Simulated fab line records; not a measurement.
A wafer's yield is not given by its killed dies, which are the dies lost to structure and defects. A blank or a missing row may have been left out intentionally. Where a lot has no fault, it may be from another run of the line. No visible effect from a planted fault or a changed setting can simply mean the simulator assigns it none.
The tool behind it: which one? || flow n5-finfet || 72 wafers from 24 lots sampled at 3 of the route's 1938 steps

== WHAT THE GAUGES SHOWED, per wafer ==
N5_BEOL_M4_THK_MEAS_01.
{"lot": "L074", "measured": "day 7 03:32", "on": "film-metro-02", "M4_ILD_THK (nm)": "78.3 80.7 79.7"}
{"lot": "L075", "measured": "day 7 14:44", "on": "film-metro-01", "M4_ILD_THK (nm)": "78.8 80.1 78.4"}
{"lot": "L076", "measured": "day 8 11:02", "on": "film-metro-02", "M4_ILD_THK (nm)": "75.6 79.3 78.8"}
{"lot": "L077", "measured": "day 8 17:35", "on": "film-metro-02", "M4_ILD_THK (nm)": "78.2 80.2 81.7"}
{"lot": "L078", "measured": "day 8 23:33", "on": "film-metro-01", "M4_ILD_THK (nm)": "79.0 77.8 80.3"}
{"lot": "L080", "measured": "day 9 07:28", "on": "film-metro-02", "M4_ILD_THK (nm)": "78.5 76.0 79.4"}
{"lot": "L079", "measured": "day 9 07:43", "on": "film-metro-02", "M4_ILD_THK (nm)": "78.2 78.9 78.8"}
{"lot": "L082", "measured": "day 9 12:25", "on": "film-metro-02", "M4_ILD_THK (nm)": "80.2 81.4 79.2"}
{"lot": "L081", "measured": "day 9 20:31", "on": "film-metro-01", "M4_ILD_THK (nm)": "78.5 80.2 78.3"}
{"lot": "L085", "measured": "day 10 02:14", "on": "film-metro-01", "M4_ILD_THK (nm)": "77.5 78.1 80.7"}
{"lot": "L083", "measured": "day 10 08:09", "on": "film-metro-01", "M4_ILD_THK (nm)": "79.4 80.0 79.7"}
{"lot": "L084", "measured": "day 10 13:51", "on": "film-metro-02", "M4_ILD_THK (nm)": "78.6 80.6 80.4"}
{"lot": "L086", "measured": "day 10 18:01", "on": "film-metro-01", "M4_ILD_THK (nm)": "78.6 77.9 78.9"}
{"lot": "L088", "measured": "day 10 22:01", "on": "film-metro-01", "M4_ILD_THK (nm)": "79.4 80.1 80.4"}
{"lot": "L087", "measured": "day 11 02:13", "on": "film-metro-01", "M4_ILD_THK (nm)": "78.5 78.4 78.9"}
{"lot": "L089", "measured": "day 11 06:42", "on": "film-metro-02", "M4_ILD_THK (nm)": "80.3 80.4 79.7"}
{"lot": "L090", "measured": "day 12 01:13", "on": "film-metro-01", "M4_ILD_THK (nm)": "77.6 77.0 79.7"}
{"lot": "L091", "measured": "day 12 03:05", "on": "film-metro-02", "M4_ILD_THK (nm)": "78.2 80.5 81.4"}
{"lot": "L093", "measured": "day 12 05:03", "on": "film-metro-02", "M4_ILD_THK (nm)": "78.5 78.6 80.1"}
{"lot": "L092", "measured": "day 12 08:06", "on": "film-metro-02", "M4_ILD_THK (nm)": "77.6 79.3 79.1"}
{"lot": "L094", "measured": "day 12 11:46", "on": "film-metro-01", "M4_ILD_THK (nm)": "78.5 80.4 79.5"}
{"lot": "L095", "measured": "day 13 17:07", "on": "film-metro-01", "M4_ILD_THK (nm)": "79.1 79.1 77.8"}
{"lot": "L096", "measured": "day 13 18:20", "on": "film-metro-02", "M4_ILD_THK (nm)": "76.9 78.8 78.7"}
{"lot": "L097", "measured": "day 13 19:58", "on": "film-metro-01", "M4_ILD_THK (nm)": "77.0 78.2 79.9"}

N5_BEOL_M4_CD_MEAS_35: target cd 18 nm, target cd y 22.4 nm.
{"lot": "L074", "measured": "day 7 10:53", "on": "cd-sem-01", "cd-nm (nm)": "17.8 17.3 17.5"}
{"lot": "L075", "measured": "day 8 16:36", "on": "cd-sem-01", "cd-nm (nm)": "18.0 18.5 18.2"}
{"lot": "L076", "measured": "day 8 19:05", "on": "cd-sem-01", "cd-nm (nm)": "17.9 18.2 18.0"}
{"lot": "L077", "measured": "day 8 22:44", "on": "cd-sem-01", "cd-nm (nm)": "17.7 18.6 17.7"}
{"lot": "L078", "measured": "day 9 06:36", "on": "cd-sem-01", "cd-nm (nm)": "17.8 18.0 17.6"}
{"lot": "L080", "measured": "day 9 18:38", "on": "cd-sem-02", "cd-nm (nm)": "17.8 17.6 17.6"}
{"lot": "L079", "measured": "day 9 22:11", "on": "cd-sem-02", "cd-nm (nm)": "17.9 17.6 18.0"}
{"lot": "L082", "measured": "day 9 22:40", "on": "cd-sem-01", "cd-nm (nm)": "18.2 18.7 18.2"}
{"lot": "L081", "measured": "day 10 03:44", "on": "cd-sem-03", "cd-nm (nm)": "18.2 17.5 18.7"}
{"lot": "L085", "measured": "day 10 07:16", "on": "cd-sem-03", "cd-nm (nm)": "18.0 18.3 18.6"}
{"lot": "L083", "measured": "day 10 22:26", "on": "cd-sem-02", "cd-nm (nm)": "18.1 18.3 18.4"}
{"lot": "L084", "measured": "day 10 22:28", "on": "cd-sem-01", "cd-nm (nm)": "17.7 17.9 17.7"}
{"lot": "L086", "measured": "day 11 03:50", "on": "cd-sem-01", "cd-nm (nm)": "17.4 17.6 18.0"}
{"lot": "L088", "measured": "day 11 06:07", "on": "cd-sem-02", "cd-nm (nm)": "17.9 18.2 17.7"}
{"lot": "L087", "measured": "day 11 06:14", "on": "cd-sem-03", "cd-nm (nm)": "17.9 18.4 18.2"}
{"lot": "L089", "measured": "day 11 20:37", "on": "cd-sem-01", "cd-nm (nm)": "17.6 17.4 17.7"}
{"lot": "L090", "measured": "day 12 07:24", "on": "cd-sem-01", "cd-nm (nm)": "17.5 17.5 17.7"}
{"lot": "L091", "measured": "day 12 11:50", "on": "cd-sem-01", "cd-nm (nm)": "18.0 18.5 18.5"}
{"lot": "L093", "measured": "day 12 12:07", "on": "cd-sem-01", "cd-nm (nm)": "17.8 17.9 17.9"}
{"lot": "L092", "measured": "day 12 18:46", "on": "cd-sem-01", "cd-nm (nm)": "17.8 18.0 17.6"}
{"lot": "L094", "measured": "day 12 18:47", "on": "cd-sem-03", "cd-nm (nm)": "18.5 17.6 17.8"}
{"lot": "L095", "measured": "day 14 00:43", "on": "cd-sem-03", "cd-nm (nm)": "18.7 18.3 17.7"}
{"lot": "L096", "measured": "day 14 03:41", "on": "cd-sem-03", "cd-nm (nm)": "17.8 18.1 18.0"}
{"lot": "L097", "measured": "day 14 00:45", "on": "cd-sem-01", "cd-nm (nm)": "18.8 18.4 18.7"}

== EACH LOT AND THE TOOL THAT RAN IT (in order: tool; ch and the chambers of the sampled wafers; start) ==
{"lot": "L074", "N5_BEOL_M3_ANNEAL_95": "pvd-sputter-01, day 7 02:13"}
{"lot": "L075", "N5_BEOL_M3_ANNEAL_95": "pvd-sputter-03, day 7 13:25"}
{"lot": "L076", "N5_BEOL_M3_ANNEAL_95": "pvd-sputter-03, day 8 09:43"}
{"lot": "L077", "N5_BEOL_M3_ANNEAL_95": "pvd-sputter-03, day 8 16:16"}
{"lot": "L078", "N5_BEOL_M3_ANNEAL_95": "pvd-sputter-02, day 8 22:10"}
{"lot": "L080", "N5_BEOL_M3_ANNEAL_95": "pvd-sputter-03, day 9 06:10"}
{"lot": "L079", "N5_BEOL_M3_ANNEAL_95": "pvd-sputter-01, day 9 06:24"}
{"lot": "L082", "N5_BEOL_M3_ANNEAL_95": "pvd-sputter-02, day 9 11:05"}
{"lot": "L081", "N5_BEOL_M3_ANNEAL_95": "pvd-sputter-01, day 9 19:11"}
{"lot": "L085", "N5_BEOL_M3_ANNEAL_95": "pvd-sputter-01, day 10 00:46"}
{"lot": "L083", "N5_BEOL_M3_ANNEAL_95": "pvd-sputter-03, day 10 06:34"}
{"lot": "L084", "N5_BEOL_M3_ANNEAL_95": "pvd-sputter-01, day 10 12:17"}
{"lot": "L086", "N5_BEOL_M3_ANNEAL_95": "pvd-sputter-02, day 10 16:43"}
{"lot": "L088", "N5_BEOL_M3_ANNEAL_95": "pvd-sputter-01, day 10 20:42"}
{"lot": "L087", "N5_BEOL_M3_ANNEAL_95": "pvd-sputter-01, day 11 00:52"}
{"lot": "L089", "N5_BEOL_M3_ANNEAL_95": "pvd-sputter-03, day 11 05:22"}
{"lot": "L090", "N5_BEOL_M3_ANNEAL_95": "pvd-sputter-03, day 11 23:52"}
{"lot": "L091", "N5_BEOL_M3_ANNEAL_95": "pvd-sputter-01, day 12 01:44"}
{"lot": "L093", "N5_BEOL_M3_ANNEAL_95": "pvd-sputter-01, day 12 03:35"}
{"lot": "L092", "N5_BEOL_M3_ANNEAL_95": "pvd-sputter-03, day 12 06:45"}
{"lot": "L094", "N5_BEOL_M3_ANNEAL_95": "pvd-sputter-01, day 12 10:26"}
{"lot": "L095", "N5_BEOL_M3_ANNEAL_95": "pvd-sputter-03, day 13 15:19"}
{"lot": "L096", "N5_BEOL_M3_ANNEAL_95": "pvd-sputter-01, day 13 16:32"}
{"lot": "L097", "N5_BEOL_M3_ANNEAL_95": "pvd-sputter-02, day 13 18:39"}
- N5_BEOL_M3_ANNEAL_95: time 240 s.

== AS READ BY THE TOOLS THEMSELVES (means over the sampled wafers that have a number; for cases with no such wafer, the mark the record gives instead) ==
N5_BEOL_M3_ANNEAL_95.
{"lot": "L074", "tool": "pvd-sputter-01", "heater-power-w (W)": 847}
{"lot": "L075", "tool": "pvd-sputter-03", "heater-power-w (W)": 841}
{"lot": "L076", "tool": "pvd-sputter-03", "heater-power-w (W)": 829}
{"lot": "L077", "tool": "pvd-sputter-03", "heater-power-w (W)": 900}
{"lot": "L078", "tool": "pvd-sputter-02", "heater-power-w (W)": 874}
{"lot": "L080", "tool": "pvd-sputter-03", "heater-power-w (W)": 863}
{"lot": "L079", "tool": "pvd-sputter-01", "heater-power-w (W)": 815}
{"lot": "L082", "tool": "pvd-sputter-02", "heater-power-w (W)": 944}
{"lot": "L081", "tool": "pvd-sputter-01", "heater-power-w (W)": 807}
{"lot": "L085", "tool": "pvd-sputter-01", "heater-power-w (W)": 844}
{"lot": "L083", "tool": "pvd-sputter-03", "heater-power-w (W)": 847}
{"lot": "L084", "tool": "pvd-sputter-01", "heater-power-w (W)": 794}
{"lot": "L086", "tool": "pvd-sputter-02", "heater-power-w (W)": 895}
{"lot": "L088", "tool": "pvd-sputter-01", "heater-power-w (W)": 805}
{"lot": "L087", "tool": "pvd-sputter-01", "heater-power-w (W)": 816}
{"lot": "L089", "tool": "pvd-sputter-03", "heater-power-w (W)": 843}
{"lot": "L090", "tool": "pvd-sputter-03", "heater-power-w (W)": 830}
{"lot": "L091", "tool": "pvd-sputter-01", "heater-power-w (W)": 888}
{"lot": "L093", "tool": "pvd-sputter-01", "heater-power-w (W)": 870}
{"lot": "L092", "tool": "pvd-sputter-03", "heater-power-w (W)": 838}
{"lot": "L094", "tool": "pvd-sputter-01", "heater-power-w (W)": 831}
{"lot": "L095", "tool": "pvd-sputter-03", "heater-power-w (W)": 834}
{"lot": "L096", "tool": "pvd-sputter-01", "heater-power-w (W)": 865}
{"lot": "L097", "tool": "pvd-sputter-02", "heater-power-w (W)": 968}

== THE ANSWER, worked out from the rows above alone ==
Rule: usual is defined by the lots themselves. The widest of any qualifying gaps counts: lots, ordered by their means at a reading, are off when they make up no more than a third of the lots, leave a main group of 4 or more, and stand apart from it by 3 or more times the standard deviation of that group's means. The tables above print the reading to a certain number of digits; a main group whose means all agree to those digits is not used. A lot without any number at a reading at which 4 lots or more have one is off too. All remaining lots with rows at the step are treated as sound. First the gauges in route order, then the tools' own readings, where a lot's mean is used as printed above. The first step at which some lot is off is used, and at that step the reading that is off furthest; a lot without a number counts as furthest.
Across all readings shown, no lot is off: no conclusion can be drawn from this.

== WHAT THE SIMULATOR HAD INSERTED ==
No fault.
